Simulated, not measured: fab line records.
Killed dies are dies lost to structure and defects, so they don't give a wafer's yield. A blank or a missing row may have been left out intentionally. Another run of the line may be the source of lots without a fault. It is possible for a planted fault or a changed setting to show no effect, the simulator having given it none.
A single fault, viewed from 2 desks ; flow nandHarc ; what lay behind the numbers comes last; until then each desk has only its own

== TOOL OWNER'S DESK, aldHk-03 ==
The tool's own readings at NHARC_A_CHANNEL_FILL_D1_ALD_02 (deposits SiO2, target thk 6 nm, pulse time 10 s, ald cycles 60): means of the sampled wafers that have a number, for each lot that ran on this tool. A lot is out of limits, marked OUT, if its mean lies more than 4 standard deviations from the usual mean; the brackets give that distance.
Columns: A = heaterPowerW at NHARC_A_CHANNEL_FILL_D1_ALD_02, usual 481 W; B = precursorPulseHeightRel at NHARC_A_CHANNEL_FILL_D1_ALD_02, usual 0.997
lot;first seen here;A;B
L909;day 9 06:22;520;1.006
L910;day 9 10:27;526;0.983
L912;day 12 22:22;524;1.005
L914;day 13 15:01;550;0.981
L913;day 13 18:08;564;1.009
L931;day 19 06:35;519;0.997
This desk found nothing out of limits on any of the 6 lots.

== THE DEFECT DESK ==
Lot by lot, what the route's inspections counted, given as the mean of those sampled wafers with a number. A lot is out of limits, marked OUT, if its mean lies more than 4 standard deviations from the usual mean; the brackets give that distance.
Columns: A = rawDefectCount at NHARC_A_CHANNEL_HOLE_D1_INSPECT_40, usual 70
lot;first seen here;A
L908;day 8 21:31;41
L909;day 9 06:11;79
L910;day 9 10:04;27
L911;day 9 20:39;43
L912;day 12 22:02;89
L916;day 13 02:39;94
L914;day 13 14:36;88
L913;day 13 17:57;68
L921;day 14 18:14;56
L922;day 15 00:35;116
L925;day 15 09:25;90
L930;day 18 04:39;106
L931;day 19 06:19;52
This desk found nothing out of limits on any of the 13 lots.

== ALL TOGETHER ==
Nothing out of limits was seen by the tool owner's desk.
Nothing out of limits was seen by the defect desk.

== WHAT HAD BEEN PUT IN BY THE SIMULATOR ==
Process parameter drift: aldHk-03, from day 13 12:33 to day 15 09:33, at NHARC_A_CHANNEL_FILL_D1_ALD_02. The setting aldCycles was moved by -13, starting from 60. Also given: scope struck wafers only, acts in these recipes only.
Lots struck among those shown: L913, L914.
